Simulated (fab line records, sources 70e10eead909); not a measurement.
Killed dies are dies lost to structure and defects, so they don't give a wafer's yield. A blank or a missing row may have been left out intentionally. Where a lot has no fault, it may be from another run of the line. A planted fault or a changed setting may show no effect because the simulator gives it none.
Matching of chambers + flow nand-harc + 4 sister chambers for NHARC_A_DECK1_JOINT_CMP_13 on cmp-01
The step polishes, target thk 51.023 nm. 8 wafers are shown with their chamber, then 8 later ones without.

WAFERS, EACH WITH ITS CHAMBER
| wafer  | chamber | motor-current-A (A) | edge-zone-pressure-frac |
|--------|---------|---------------------|-------------------------|
| L079.3 | 0       | 12.3                | 1.004                   |
| L079.5 | 0       | 13.1                | 1.000                   |
| L079.1 | 3       | 10.7                | 0.997                   |
| L079.6 | 1       | 12.6                | 1.002                   |
| L082.3 | 2       | 10.4                | 1.005                   |
| L082.4 | 3       | 11.2                | 0.999                   |
| L082.5 | 1       | 13.1                | 0.995                   |
| L087.1 | 2       | 10.1                | 1.001                   |

WAFERS WHOSE CHAMBER IS MISSING
| wafer  | motor-current-A (A) | edge-zone-pressure-frac |
|--------|---------------------|-------------------------|
| L087.2 | 11.2                | 1.014                   |
| L087.6 | 10.4                | 1.007                   |
| L088.1 | 10.6                | 0.995                   |
| L088.4 | 12.5                | 0.996                   |
| L088.5 | 13.1                | 1.006                   |
| L092.2 | 11.0                | 1.003                   |
| L092.4 | 12.4                | 0.997                   |
| L092.6 | 11.5                | 1.007                   |

THE CHAMBER EACH PASSED THROUGH
| wafer  | from the rows above               | in truth |
|--------|-----------------------------------|----------|
| L087.2 | can't be placed: 2 or 3 or 0      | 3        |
| L087.6 | can't be placed: 2 or 3           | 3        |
| L088.1 | can't be placed: 3 or 2           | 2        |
| L088.4 | can't be placed: 1 or 0           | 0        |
| L088.5 | can't be placed: 0 or 1           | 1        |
| L092.2 | can't be placed: 3 or 2           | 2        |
| L092.4 | can't be placed: 1 or 0           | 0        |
| L092.6 | can't be placed: 3 or 2 or 0 or 1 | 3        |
Placed correctly: 0 of 8. From these rows, 8 cannot be placed; in 8 the true chamber is one of the candidates. Wrongly placed: 0.
How it was worked out, from the rows above alone: a wafer's distance from a chamber is the root of the sum, over the readings, of the square of ((its reading less the chamber's mean) divided by the reading's scatter). If the next closest chamber is less than 2 further off than the closest, the wafer can't be placed; otherwise it belongs to the closest. For every chamber, the mean is computed from those of its wafers that are shown. How the scatter is found: for the shown wafers, subtract from each reading the mean of its chamber, square and add these, divide the total by (wafers less chambers), then take the root.
